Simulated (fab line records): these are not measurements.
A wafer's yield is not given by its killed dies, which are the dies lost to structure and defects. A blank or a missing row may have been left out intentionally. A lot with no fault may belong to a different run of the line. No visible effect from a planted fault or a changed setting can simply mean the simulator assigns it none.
fab line records	flow n5-finfet
record lots=7	wafers=39
route steps=1938 shown FIN_CUT@174 DUMMY_GATE@248 SD_EPI_P@307 HKMG_FIN@386 MOL_CONTACT_COAG@559 BEOL_M4@1111
start-h: start of the lot's first displayed wafer, in hours after the record's first day	wait-h: how many hours have passed since the lot's step before this one	" the same as in the row above	L1.1+2: one row covering several wafers at once	- either no value or no given start	* or withheld: withheld	< > ~ a bound
route shown NAME@n: a module of which the file shows steps, and the number in the route of the first	usual: mean and standard deviation over wafers with no fault	same: alike in all rows	chamber/n: place in a boat	sites: the reading at each site	_std_site: the standard deviation of these	_edge_site: the outer-site mean with the inner-site mean subtracted	radius-mm: how far each site lies from the wafer's centre	mask NAME#n: copy n	behind: tool/chamber where the wafer was last shaped	hold: why the lot was held/for how many hours/how that ended	device: names the non-switching transistor (n, p or np)	end of line: at the end of the route, the tests of the same wafers	for a step that has no rows: nothing shown but its recipe	killed: the dies lost at the first sort to structure and to defects; this is not the yield of the wafer	map: dies across one wafer; x = killed, . = not, _ = none there
set.NAME: setting as actually run; set.NAME@STEP: the setting as run at that earlier step	model.NAME: the simulator's own value behind a step, which no gauge read
lots where settings were altered on purpose, with a table for each step and a row for each wafer
## steps
# step N5_FIN_CUT_CUT_ETCH_27
# recipe chemistry=CHF3/O2	target=SiO2	target-depth-a=40	mask-material=SOC	overetch-a=20	time-s=4.9	pressure-mtorr=30	source-w=650	bias-w=170	Ar_flow_sccm=200	CHF3_flow_sccm=50	O2_flow_sccm=5	ion-energy-ev=200
# step N5_DUMMY_GATE_ETCH_44
# recipe chemistry=HBr/O2	over-etch-frac=0.7	target-depth-a=1275	stop-on=SiO2	ion-energy-ev=60	bias-w=20	target=poly-Si	mask-material=SiO2	pressure-mtorr=20	icp-w=400	HBr_flow_sccm=120	O2_flow_sccm=10
# step N5_SD_EPI_P_ETCH_36
# recipe chemistry=CF4	target=SiARC	target-depth-a=455	mask-material=CAR-ArF-block	time-s=75.8	ion-energy-ev=80	pressure-mtorr=40	source-w=545	bias-w=36	Ar_flow_sccm=100	cf4-flow-sccm=100	ends=cleared
# step N5_HKMG_FIN_HK_ALD_01
# recipe material=HfO2	target-thk-a=16	temp-c=withheld	ald-precursor-family=HfCl4	ald-co-reactant=H2O	pulse-time-s=3	purge-time-s=3	co-reactant-purge-time-s=2.5	co-reactant-pulse-time-s=0.3	ald-cycles=30
# step N5_HKMG_FIN_ALD_74
# recipe material=La2O3	target-thk-a=5	temp-c=250	ald-precursor-family=La-Cp	ald-co-reactant=O3	pulse-time-s=6	co-reactant-pulse-time-s=1	purge-time-s=3	co-reactant-purge-time-s=3
# step N5_HKMG_FIN_ETCH_54
# recipe chemistry=CF4	target=SiARC	target-depth-a=455	mask-material=CAR-ArF	time-s=75.8	ion-energy-ev=80	pressure-mtorr=40	source-w=545	bias-w=36	Ar_flow_sccm=100	cf4-flow-sccm=100	ends=cleared
# step N5_MOL_CONTACT_COAG_ALD_27
# recipe material=SiOC	target-thk-a=170	temp-c=400	ald-precursor-family=carbosiloxane	ald-co-reactant=H2-plasma	pulse-time-s=1.5	time-s=2720	purge-time-s=2	co-reactant-purge-time-s=2	ald-cycles=340	pressure-torr=2
# step N5_MOL_CONTACT_COAG_ALD_131
# recipe material=SiO2	target-thk-a=50	temp-c=100	ald-precursor-family=BDEAS	ald-co-reactant=O2-plasma	pulse-time-s=1	co-reactant-pulse-time-s=1	purge-time-s=2	co-reactant-purge-time-s=2	ald-cycles=35	pressure-torr=2
# step N5_BEOL_M4_RC_MEAS_101
# usual EOT_N=10.51/0.1	EOT_P=10.45/0.094	IGATE_N=0.0131/0.0019	IGATE_P=0.0040/0.00059
lot.wafer	tool	chamber	start-h	wait-h	set.target-depth-a@FIN_CUT_CUT_ETCH_27	set.target-depth-a@DUMMY_GATE_ETCH_44	set.bias-w@SD_EPI_P_ETCH_36	set.ald-cycles@HKMG_FIN_HK_ALD_01	set.co-reactant-pulse-time-s@HKMG_FIN_ALD_74	set.cf4-flow-sccm@HKMG_FIN_ETCH_54	set.ald-cycles@MOL_CONTACT_COAG_ALD_27	set.ald-cycles@MOL_CONTACT_COAG_ALD_131	EOT_N	EOT_P	IGATE_N[nA/um]	IGATE_P[nA/um]
L074.1	prober-02	0	160.27	0.0	40	1275	38.61	32	1	100	340	41	10.66	10.70	0.0059	0.0018
L074.2	"	0	"	"	40	1423	36	32	1	100	340	35	10.76	10.76	0.0055	0.0016
L074.3	"	0	"	"	40	1275	36	30	1	100	340	41	10.53	10.60	0.0105	0.0032
L074.4	"	0	"	"	40	1423	36	30	0.8883	100	340	35	10.62	10.67	0.0097	0.0029
L074.5	"	0	"	"	40	1275	38.61	32	0.8883	100	340	35	10.78	10.83	0.0051	0.0016
L074.6	"	0	"	"	40	1423	38.61	30	0.8883	100	340	41	10.38	10.45	0.0136	0.0041
L075.1	prober-01	0	175.30	0.0	40	1433	36	32	1	92.46	340	35	10.89	10.72	0.0053	0.0016
L075.2	"	0	"	"	40	1433	36	30	1	100	305	35	10.57	10.47	0.0131	0.0039
L075.3	"	0	"	"	40	1275	36	32	1	100	305	35	10.71	10.63	0.0069	0.0020
L075.4	"	0	"	"	40	1275	36	30	1	92.46	340	35	10.50	10.47	0.0139	0.0042
L075.5	"	0	"	"	40	1433	36	32	1	100	340	35	10.76	10.61	0.0058	0.0017
L075.6	"	0	"	"	40	1275	36	30	1	92.46	305	35	10.53	10.55	0.0115	0.0034
L080.1	prober-02	0	209.88	0.0	35.42	1125	29.63	30	1	100	340	33	10.66	10.53	0.0118	0.0036
L080.2	"	0	"	"	35.42	1125	36	26	1	100	290	35	10.11	10.02	0.0564	0.0170
L080.3	"	0	"	"	40	1125	36	30	1	100	340	35	10.58	10.47	0.0117	0.0036
L080.4	"	0	"	"	35.42	1275	36	26	1	100	340	33	10.17	10.07	0.0494	0.0148
L080.5	"	0	"	"	40	1275	29.63	30	1	100	290	33	10.59	10.45	0.0106	0.0032
L080.6	"	0	"	"	40	1275	29.63	26	1	100	290	35	10.19	10.06	0.0534	0.0162
L084.2	prober-02	0	240.37	0.2	40	1275	36	30	1	100	340	35	10.59	10.44	0.0124	0.0038
L084.3	"	0	"	"	40	1275	36	30	1	100	340	35	10.40	10.37	0.0143	0.0043
L084.5	"	0	"	"	40	1275	36	30	1	100	340	35	10.52	10.44	0.0113	0.0034
L085.1	prober-02	0	244.15	0.0	36.19	1275	41.15	30	0.877	100	297	35	10.56	10.47	0.0122	0.0037
L085.2	"	0	"	"	40	1275	36	25	0.877	110.6	340	29	9.93	9.93	0.0866	0.0265
L085.3	"	0	"	"	36.19	1275	41.15	25	1	110.6	297	29	10.04	10.03	0.0801	0.0243
L085.4	"	0	"	"	40	1275	41.15	30	0.877	110.6	340	35	10.60	10.50	0.0112	0.0034
L085.5	"	0	"	"	40	1275	36	30	1	100	340	29	10.47	10.34	0.0143	0.0043
L085.6	"	0	"	"	36.19	1275	36	25	1	100	297	35	10.04	9.90	0.0806	0.0243
L086.1	prober-02	0	246.03	0.0	43.52	1275	36	30	0.935	111.5	312	41	10.62	10.52	0.0113	0.0034
L086.2	"	0	"	"	40	1275	36	33	0.935	111.5	312	35	10.91	10.83	0.0033	0.0010
L086.3	"	0	"	"	40	1275	36	33	1	100	340	35	10.92	10.80	0.0038	0.0012
L086.4	"	0	"	"	40	1275	36	30	1	111.5	340	41	10.70	10.61	0.0085	0.0026
L086.5	"	0	"	"	43.52	1275	36	30	0.935	100	340	35	10.57	10.41	0.0118	0.0036
L086.6	"	0	"	"	43.52	1275	36	33	1	100	312	41	11.16	10.92	0.0030	0.0009
L088.1	prober-02	0	255.00	0.0	40	1275	32.17	30	1.062	100	368	35	10.52	10.34	0.0146	0.0044
L088.2	"	0	"	"	40	1275	36	30	1	79.56	340	37	10.62	10.46	0.0108	0.0032
L088.3	"	0	"	"	40	1163	32.17	34	1	79.56	368	35	11.00	10.85	0.0024	0.0007
L088.4	"	0	"	"	40	1163	36	34	1.062	79.56	368	37	10.91	10.80	0.0032	0.0010
L088.5	"	0	"	"	40	1163	36	30	1	100	340	35	10.61	10.44	0.0114	0.0034
L088.6	"	0	"	"	40	1275	32.17	34	1.062	100	340	37	10.84	10.78	0.0031	0.0009
## key
split step=N5_FIN_CUT_CUT_ETCH_27	setting=target-depth-a	stated-as=40
response none clear
split step=N5_DUMMY_GATE_ETCH_44	setting=target-depth-a	stated-as=1275
response none clear
split step=N5_SD_EPI_P_ETCH_36	setting=bias-w	stated-as=36
response none clear
split step=N5_HKMG_FIN_HK_ALD_01	setting=ald-cycles	stated-as=30
response step=N5_BEOL_M4_RC_MEAS_101	reading=EOT_P	slope=+0.0304	per=1%	together-with=all	explained=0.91
response step=N5_BEOL_M4_RC_MEAS_101	reading=EOT_N	slope=+0.0321	per=1%	together-with=all	explained=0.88
response step=N5_BEOL_M4_RC_MEAS_101	reading=IGATE_N	slope=-0.0024	per=1%	together-with=all	explained=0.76
response step=N5_BEOL_M4_RC_MEAS_101	reading=IGATE_P	slope=-0.000727	per=1%	together-with=all	explained=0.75
split step=N5_HKMG_FIN_ALD_74	setting=co-reactant-pulse-time-s	stated-as=1
response none clear
split step=N5_HKMG_FIN_ETCH_54	setting=cf4-flow-sccm	stated-as=100
response none clear
split step=N5_MOL_CONTACT_COAG_ALD_27	setting=ald-cycles	stated-as=340
response none clear
split step=N5_MOL_CONTACT_COAG_ALD_131	setting=ald-cycles	stated-as=35
response none clear
